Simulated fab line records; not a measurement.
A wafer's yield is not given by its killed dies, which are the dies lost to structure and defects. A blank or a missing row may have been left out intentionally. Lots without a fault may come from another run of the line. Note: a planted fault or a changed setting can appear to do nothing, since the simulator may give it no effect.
Matching of chambers    flow nandHarc    4 sister chambers for NHARC_A_WL_FILL_ALD_02 on aldMetal-03
The step deposits TiN, target thk 2 nm, pulse time 3 s, ald cycles 100. 4 wafers are shown with their chamber, then 7 later ones without.

## EACH WAFER AND ITS CHAMBER
wafer   chamber  heaterPowerW (W)
L084.5  2        976
L085.4  0        1041
L089.2  1        1086
L089.5  3        981

## WAFERS WHOSE CHAMBER IS MISSING
wafer   heaterPowerW (W)
L089.6  999
L092.2  1004
L092.4  991
L092.5  980
L094.1  981
L094.4  1004
L094.5  996

## WHICH CHAMBER EACH ONE RAN IN
wafer   from the rows above           in truth
L089.6  can't be placed: 3 or 2 or 0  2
L092.2  can't be placed: 3 or 2 or 0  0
L092.4  can't be placed: 3 or 2       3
L092.5  can't be placed: 3 or 2       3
L094.1  can't be placed: 3 or 2       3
L094.4  can't be placed: 3 or 2 or 0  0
L094.5  can't be placed: 3 or 2 or 0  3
Correctly placed: 0 of 7. From these rows, 7 cannot be placed; in 7 the true chamber is one of the candidates. Number placed wrongly: 0.
How it was worked out, from the rows above alone: a wafer's distance from a chamber is the root of the sum, over the readings, of the square of ((its reading less the chamber's mean) divided by the reading's scatter). The wafer belongs to the nearest chamber; if the next one is less than 2 further off, it can't be placed. For every chamber, the mean is computed from those of its wafers that are shown. The scatter (one wafer shown for each chamber): square how far every hidden wafer sits from the nearest shown wafer, average those squares and take the square root.
